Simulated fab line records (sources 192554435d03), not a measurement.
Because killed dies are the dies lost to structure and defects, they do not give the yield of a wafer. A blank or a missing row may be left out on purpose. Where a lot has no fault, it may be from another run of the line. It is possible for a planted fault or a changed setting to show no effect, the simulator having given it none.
One fault seen from 2 desks -- flow n5Finfet -- only its own numbers are on each desk; what lay behind them is given at the end

== THE METROLOGY DESK ==
Means of the sampled wafers that have a number, per lot and without regard to the tool the lot ran on: this is what the gauges read. If a lot's mean is further than 4 standard deviations from the usual mean, the lot is out of limits and carries the mark OUT (the distance appears in the brackets). Readings shown: 7 of its 10, picked as those furthest out on some lot.
Columns: A = DIBL_N at N5_BEOL_M4_RC_MEAS_101, usual 36.3 mV/V; B = DIBL_P at N5_BEOL_M4_RC_MEAS_101, usual 36.3 mV/V; C = ION_N at N5_BEOL_M4_RC_MEAS_101, usual 672 uA/um; D = ION_P at N5_BEOL_M4_RC_MEAS_101, usual 462 uA/um; E = SS_N at N5_BEOL_M4_RC_MEAS_101, usual 71.5 mV/dec; F = VT_N at N5_BEOL_M4_RC_MEAS_101, usual 249.9 mV; G = VT_P at N5_BEOL_M4_RC_MEAS_101, usual -249.8 mV
lot,first seen here,A,B,C,D,E,F,G
L754,day 10 22:22,36.5,36.3,672,469,71.6,249.2,-246.7
L756,day 11 17:12,37.6,36.5,674,455,71.3,248.8,-253.1
L757,day 13 01:34,36.8,36.5,679,460,71.6,248.7,-249.0
L762,day 14 23:47,35.6,34.6,666,456,70.8,249.0,-250.9
L764,day 15 19:02,35.7,35.2,670,466,71.4,249.2,-245.3
L773,day 16 04:41,37.7,36.3,674,464,72.3,248.5,-247.5
L771,day 16 08:40,34.7,37.0,669,469,71.3,249.5,-246.8
L767,day 16 16:17,36.2,36.3,688,471,71.8,246.1,-247.6
L765,day 17 07:19,35.4,36.4,671,463,71.2,248.9,-247.9
Finding of this desk: none of the 9 lots has anything out of limits.

== TOOL OWNER'S DESK, rieSi-02 ==
The tool's own readings at N5_BEOL_M0_SAQP_MANDREL_ETCH_20 (etches a-Si in HBr/Cl2, stops on SiNx, target depth 60 nm, bt time 10 s, time 30 s): means of the sampled wafers that have a number, for each lot that ran on this tool. If a lot's mean is further than 4 standard deviations from the usual mean, the lot is out of limits and carries the mark OUT (the distance appears in the brackets).
Columns: A = drypumpMotorCurrentA at N5_BEOL_M0_SAQP_MANDREL_ETCH_20, usual 5.5 A; B = oesProductAu at N5_BEOL_M0_SAQP_MANDREL_ETCH_20, usual 0.778 a.u.; C = throttleValvePct at N5_BEOL_M0_SAQP_MANDREL_ETCH_20, usual 35.26 %
lot,first seen here,A,B,C
L756,day 7 00:13,5.4,0.777,35.33
L757,day 7 04:29,5.7,0.781,35.19
L762,day 8 12:52,5.7,0.689 (-6.4) OUT,35.35
L764,day 8 23:52,5.2,0.688 (-6.4) OUT,35.60
L773,day 11 10:34,5.5,0.764,35.31
Finding of this desk: L762, L764 out of limits; the first was L762 at day 8 12:52, on oesProductAu at N5_BEOL_M0_SAQP_MANDREL_ETCH_20. Within limits: L756, L757, L773.

== TAKEN TOGETHER ==
On L762, L764, at day 8 12:52, an alarm was possible from the tool owner's desk.
At the metrology desk, nothing out of limits was observed.
The metrology desk has L762, L764 on record, within its limits.
On rieSi-02, each named lot ran N5_BEOL_M0_SAQP_MANDREL_ETCH_20.

== WHAT THE SIMULATOR PUT IN ==
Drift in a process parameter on rieSi-02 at N5_BEOL_M0_SAQP_MANDREL_ETCH_20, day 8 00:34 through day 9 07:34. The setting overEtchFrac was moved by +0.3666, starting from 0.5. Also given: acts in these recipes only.
Struck lots among those shown: L762, L764.
How many hours passed from the start of the fault until each desk's first out-of-limits reading: the tool owner's desk, 12.
